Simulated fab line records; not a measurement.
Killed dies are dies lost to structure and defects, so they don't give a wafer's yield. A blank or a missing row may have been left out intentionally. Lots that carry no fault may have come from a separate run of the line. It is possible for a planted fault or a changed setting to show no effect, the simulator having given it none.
The same fault as seen by 3 desks | flow n5_finfet | only its own numbers are on each desk; what lay behind them is given at the end

## FOR THE TOOL OWNER'S DESK: litho_track-01
The tool's own readings at N5_BEOL_M15_COAT_04 (resist thk 800 nm): means of the sampled wafers that have a number, for each lot that ran on this tool. Any lot whose mean is over 4 standard deviations away from the usual mean is out of limits and marked OUT; that distance is given in the brackets.
Columns: A = spin_speed_rpm at N5_BEOL_M15_COAT_04, usual 1704.3 rpm
lot  | first seen here | A
L560 | day 11 18:11    | 1705.0
L570 | day 15 12:04    | 1573.4 (-99 or more) OUT
L573 | day 15 12:28    | 1573.6 (-99 or more) OUT
This desk finds L570, L573 out of limits, L570 being first, at day 15 12:04 (spin_speed_rpm at N5_BEOL_M15_COAT_04). Within limits: L560.

## THE DEFECT DESK
Counts from the inspections along the route, per lot, as means over the sampled wafers that have a number. Any lot whose mean is over 4 standard deviations away from the usual mean is out of limits and marked OUT; that distance is given in the brackets.
Columns: A = raw_defect_count at N5_BEOL_M14_INSPECT_55, usual 74; B = raw_defect_count at N5_BEOL_M15_INSPECT_12, usual 2
lot  | first seen here | A  | B
L561 | day 11 13:04    | 84 | 1
L560 | day 11 17:45    | 53 | 3
L570 | day 15 11:44    | 55 | 2
L573 | day 15 12:08    | 80 | 2
L575 | day 15 14:43    | 73 | 2
L580 | day 16 20:31    | 93 | 2
This desk found nothing out of limits on any of the 6 lots.

## AT THE METROLOGY DESK
What the gauges read, lot by lot, whatever tool the lot ran on: means of the sampled wafers that have a number. Any lot whose mean is over 4 standard deviations away from the usual mean is out of limits and marked OUT; that distance is given in the brackets.
Columns: A = M14_THK at N5_BEOL_M14_THK_MEAS_50, usual 568 nm; B = M14_RS at N5_BEOL_M14_RS_MEAS_54, usual 0.0329 ohm/sq; C = M15_ILD_THK at N5_BEOL_M15_THK_MEAS_01, usual 1623 nm; D = cd_nm at N5_BEOL_M15_CD_MEAS_10, usual 359.4 nm; E = V14_OVL at N5_BEOL_M15_OVL_MEAS_11, usual 1 nm
lot  | first seen here | A   | B      | C    | D     | E
L561 | day 11 12:53    | 577 | 0.0325 | 1637 | 361.0 | -3
L560 | day 11 17:36    | 561 | 0.0331 | 1608 | 359.9 | 8
L570 | day 15 11:35    | 574 | 0.0325 | 1622 | 359.1 | -7
L573 | day 15 11:59    | 556 | 0.0331 | 1613 | 359.0 | 5
L575 | day 15 14:34    | 575 | 0.0329 | 1622 | 358.7 | 5
L580 | day 16 20:22    | 563 | 0.0329 | 1608 | 363.3 | -6
This desk found nothing out of limits on any of the 6 lots.

## TAKEN TOGETHER
On L570, L573, at day 15 12:04, an alarm was possible from the tool owner's desk.
The defect desk saw nothing out of limits.
Nothing out of limits was seen by the metrology desk.
The defect desk has L570, L573 on record, within its limits.
The metrology desk has L570, L573 on record, within its limits.
All the named lots went through N5_BEOL_M15_COAT_04 on litho_track-01.

## WHAT THE SIMULATOR PUT IN
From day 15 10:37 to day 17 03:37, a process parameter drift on litho_track-01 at N5_BEOL_M15_COAT_04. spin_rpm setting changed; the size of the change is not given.
Shown lots that were struck: L570, L573.
Delay in hours, fault start to first out-of-limits reading, by desk: the tool owner's desk at 1.
